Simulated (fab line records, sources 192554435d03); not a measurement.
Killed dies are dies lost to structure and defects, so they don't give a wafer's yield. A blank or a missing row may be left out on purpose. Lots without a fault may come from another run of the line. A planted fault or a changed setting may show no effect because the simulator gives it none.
Split-lot experiment | flow n5_finfet | 7 lots, 21 wafers read, on a route of 1938 steps

THE SPLIT
At N5_BEOL_M1_COAT_61 (time 60 s, resist thk 60 nm), the setting spin_rpm was moved away from the recipe's 1500 rpm on 7 of the 21 wafers read, by +3.5% to +10.7%. The other wafers ran this setting at the recipe's value.

FROM THE SPLIT TO THE READING: what the file shows between them, 4 steps
- N5_BEOL_M1_COAT_62: time 60 s, resist thk 12 nm
- N5_BEOL_M1_COAT_73: time 60 s, resist thk 5 nm
- N5_BEOL_M1_ETCH_74: etches underlayer in N2/H2, target depth 6.5 nm, time 5.2 s
- N5_BEOL_M1_ETCH_63: etches SiARC in CF4, target depth 15.6 nm, time 26 s

THE READING
etch.depth_nm (the simulator's own value, which no gauge read), in nm, at N5_BEOL_M1_ETCH_64 (etches SOC in N2/H2, target depth 75 nm, overetch 15 nm, time 112.5 s). The file gives no usual value for it. The 14 wafers here that ran the recipe average 60.05 nm, standard deviation 0.26 nm.

wafer  | tool, chamber at the split | spin_rpm as run, rpm | against the recipe | etch.depth_nm, nm | against lot-mates on the recipe
L080.2 | litho_track-01, 0          | 1552                 | +3.5%              | 58.83             | -1.05
L080.3 | litho_track-01, 0          | 1552                 | +3.5%              | 59.01             | -0.87
L080.4 | litho_track-01, 0          | 1500                 | recipe             | 59.88             | -
L085.3 | litho_track-01, 0          | 1621                 | +8.1%              | 57.64             | -2.53
L085.5 | litho_track-01, 0          | 1500                 | recipe             | 60.15             | -
L085.6 | litho_track-01, 0          | 1500                 | recipe             | 60.19             | -
L088.2 | litho_track-04, 0          | 1500                 | recipe             | 60.3              | -
L088.3 | litho_track-04, 0          | 1500                 | recipe             | 60.08             | -
L088.5 | litho_track-04, 0          | 1661                 | +10.7%             | 57.1              | -3.09
L089.3 | litho_track-04, 0          | 1606                 | +7.1%              | 57.95             | -2.34
L089.4 | litho_track-04, 0          | 1500                 | recipe             | 60.29             | -
L089.6 | litho_track-04, 0          | 1606                 | +7.1%              | 58.27             | -2.02
L090.1 | litho_track-01, 0          | 1627                 | +8.5%              | 57.75             | -2.45
L090.4 | litho_track-01, 0          | 1500                 | recipe             | 60.25             | -
L090.5 | litho_track-01, 0          | 1500                 | recipe             | 60.14             | -
L091.2 | litho_track-04, 0          | 1500                 | recipe             | 60.32             | -
L091.5 | litho_track-04, 0          | 1500                 | recipe             | 60.16             | -
L091.6 | litho_track-04, 0          | 1500                 | recipe             | 60.19             | -
L095.1 | litho_track-04, 0          | 1500                 | recipe             | 59.59             | -
L095.2 | litho_track-04, 0          | 1500                 | recipe             | 59.71             | -
L095.4 | litho_track-04, 0          | 1500                 | recipe             | 59.52             | -

THE FIT
A straight line over all 21 wafers: etch.depth_nm changes by -0.281 nm for each +1% of spin_rpm; r = -0.97; the points scatter about the line by 0.24 nm.
The same after taking each lot's own level away (the mean of its wafers on the recipe; 21 wafers): -0.297 nm for each +1%; r = -1.00; scatter 0.099 nm.
On that fit, the largest move of spin_rpm shifts the reading by 3.2 nm.
The lots' own levels span 59.607 to 60.290 nm, that is 2.6 times the standard deviation above.
So the lot-to-lot level changes the slope little: the two slopes agree.
Check: with one of the wafers moved furthest among these (+10.7%) left out of the fit, the line predicts -3.24 nm for it against its lot-mates. It came out at -3.09 nm against them.

OTHER SPLITS ON THESE WAFERS
These wafers also went through other splits before the reading. Each is held against what the fit with the lots' levels taken away leaves over:
other split on the same wafers          | wafers away from the commonest value | r with etch.depth_nm (lot level and that fit taken away)
N5_MOL_CONTACT_COAG_ETCHBACK_135 time_s | 9                                    | -0.01
N5_MOL_CONTACT_COAG_VIA_ETCH_46 bias_w  | 8                                    | -0.18
N5_BEOL_M0_SAQP_EXPOSE_11 dose_mj       | 9                                    | -0.09
N5_BEOL_M0_SAQP_ETCH_84 time_s          | 6                                    | -0.18
N5_BEOL_M0_SAQP_ETCH_107 bias_w         | 9                                    | -0.36
N5_BEOL_M1_HM_DEP_02 target_thk_a       | 2                                    | -0.10

THE WHOLE CHAIN: every reading that the file lists as answering this split, in the file's order
step               | what it does                                                          | reading                                                                        | change (the file's fit)               | r (the file's)
N5_BEOL_M1_COAT_61 | time 60 s, resist thk 60 nm                                           | SOC_of_BEOL_M1_COAT_61.thk_nm (the simulator's own value, which no gauge read) | -0.298 nm for each +1% of the setting | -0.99
N5_BEOL_M1_ETCH_64 | etches SOC in N2/H2, target depth 75 nm, overetch 15 nm, time 112.5 s | etch.depth_nm (the simulator's own value, which no gauge read)                 | -0.296 nm for each +1% of the setting | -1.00

THE FILE'S OWN FIT
etch.depth_nm changes by -0.296 nm for each +1% of spin_rpm, r = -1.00.
